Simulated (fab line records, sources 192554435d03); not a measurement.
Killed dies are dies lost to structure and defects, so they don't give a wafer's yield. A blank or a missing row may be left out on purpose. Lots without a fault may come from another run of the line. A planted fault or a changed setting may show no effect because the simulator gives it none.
Chamber matching || flow n5 finfet || 4 sister chambers for N5_BEOL_M2_ETCHBACK_99 on rie diel-06
The step etches SiO2 in CHF3, target depth 5 nm, time 10.4 s. 16 wafers are shown with their chamber, then 8 later ones without.

## WAFERS WITH THEIR CHAMBER
{"wafer": "L074.1", "chamber": 3, "drypump motor current A (A)": 4.8, "rf vpp V (V)": 244, "showerhead plenum p Torr (Torr)": 2.11}
{"wafer": "L074.5", "chamber": 3, "drypump motor current A (A)": 4.8, "rf vpp V (V)": 244, "showerhead plenum p Torr (Torr)": 2.11}
{"wafer": "L074.6", "chamber": 0, "drypump motor current A (A)": 5.3, "rf vpp V (V)": 232, "showerhead plenum p Torr (Torr)": 2.24}
{"wafer": "L076.4", "chamber": 1, "drypump motor current A (A)": 6.5, "rf vpp V (V)": 241, "showerhead plenum p Torr (Torr)": 2.18}
{"wafer": "L076.5", "chamber": 0, "drypump motor current A (A)": 5.3, "rf vpp V (V)": 233, "showerhead plenum p Torr (Torr)": 2.24}
{"wafer": "L076.6", "chamber": 1, "drypump motor current A (A)": 6.4, "rf vpp V (V)": 241, "showerhead plenum p Torr (Torr)": 2.18}
{"wafer": "L079.1", "chamber": 1, "drypump motor current A (A)": 6.5, "rf vpp V (V)": 241, "showerhead plenum p Torr (Torr)": 2.18}
{"wafer": "L079.3", "chamber": 3, "drypump motor current A (A)": 4.8, "rf vpp V (V)": 244, "showerhead plenum p Torr (Torr)": 2.10}
{"wafer": "L079.4", "chamber": 2, "drypump motor current A (A)": 5.4, "rf vpp V (V)": 243, "showerhead plenum p Torr (Torr)": 2.18}
{"wafer": "L084.1", "chamber": 0, "drypump motor current A (A)": 5.3, "rf vpp V (V)": 232, "showerhead plenum p Torr (Torr)": 2.24}
{"wafer": "L084.4", "chamber": 2, "drypump motor current A (A)": 5.4, "rf vpp V (V)": 243, "showerhead plenum p Torr (Torr)": 2.17}
{"wafer": "L084.6", "chamber": 0, "drypump motor current A (A)": 5.3, "rf vpp V (V)": 232, "showerhead plenum p Torr (Torr)": 2.24}
{"wafer": "L088.1", "chamber": 2, "drypump motor current A (A)": 5.4, "rf vpp V (V)": 244, "showerhead plenum p Torr (Torr)": 2.17}
{"wafer": "L088.3", "chamber": 0, "drypump motor current A (A)": 5.3, "rf vpp V (V)": 232, "showerhead plenum p Torr (Torr)": 2.23}
{"wafer": "L088.5", "chamber": 3, "drypump motor current A (A)": 4.8, "rf vpp V (V)": 244, "showerhead plenum p Torr (Torr)": 2.10}
{"wafer": "L092.2", "chamber": 3, "drypump motor current A (A)": 4.8, "rf vpp V (V)": 245, "showerhead plenum p Torr (Torr)": 2.09}

SIGNATURES, as means of the wafers listed above
{"reading": "drypump motor current A", "chamber 0": 5.300, "chamber 1": 6.467, "chamber 2": 5.400, "chamber 3": 4.800, "scatter within a chamber": 0.0236}
{"reading": "rf vpp V", "chamber 0": 232.20, "chamber 1": 241.00, "chamber 2": 243.33, "chamber 3": 244.20, "scatter within a chamber": 0.435}
{"reading": "showerhead plenum p Torr", "chamber 0": 2.2380, "chamber 1": 2.1800, "chamber 2": 2.1733, "chamber 3": 2.1020, "scatter within a chamber": 0.00596}
Rule: for a wafer and a chamber, the distance is found by dividing, reading by reading, the gap between the wafer's reading and the chamber's mean by the reading's scatter, squaring, summing and taking the root. If the next closest chamber is less than 2 further off than the closest, the wafer can't be placed; otherwise it belongs to the closest. The scatter: take each reading less its chamber's mean, square it, sum over the shown wafers, divide by the number of wafers less the number of chambers, and take the root.

## WAFERS WITH NO CHAMBER GIVEN
{"wafer": "L092.4", "drypump motor current A (A)": 5.4, "rf vpp V (V)": 243, "showerhead plenum p Torr (Torr)": 2.17}
{"wafer": "L092.6", "drypump motor current A (A)": 4.8, "rf vpp V (V)": 244, "showerhead plenum p Torr (Torr)": 2.09}
{"wafer": "L094.2", "drypump motor current A (A)": 4.8, "rf vpp V (V)": 245, "showerhead plenum p Torr (Torr)": 2.09}
{"wafer": "L094.3", "drypump motor current A (A)": 6.4, "rf vpp V (V)": 240, "showerhead plenum p Torr (Torr)": 2.17}
{"wafer": "L094.5", "drypump motor current A (A)": 6.5, "rf vpp V (V)": 239, "showerhead plenum p Torr (Torr)": 2.17}
{"wafer": "L095.1", "drypump motor current A (A)": 5.3, "rf vpp V (V)": 232, "showerhead plenum p Torr (Torr)": 2.23}
{"wafer": "L095.2", "drypump motor current A (A)": 5.4, "rf vpp V (V)": 245, "showerhead plenum p Torr (Torr)": 2.16}
{"wafer": "L095.4", "drypump motor current A (A)": 4.8, "rf vpp V (V)": 245, "showerhead plenum p Torr (Torr)": 2.09}

## EACH ONE'S CHAMBER
{"wafer": "L092.4", "from the rows above": 2, "in truth": 2}
{"wafer": "L092.6", "from the rows above": 3, "in truth": 3}
{"wafer": "L094.2", "from the rows above": 3, "in truth": 3}
{"wafer": "L094.3", "from the rows above": 1, "in truth": 1}
{"wafer": "L094.5", "from the rows above": 1, "in truth": 1}
{"wafer": "L095.1", "from the rows above": 0, "in truth": 0}
{"wafer": "L095.2", "from the rows above": 2, "in truth": 2}
{"wafer": "L095.4", "from the rows above": 3, "in truth": 3}
Placed correctly: 8 of 8. Not placeable from these rows: 0. 0 placed wrongly.
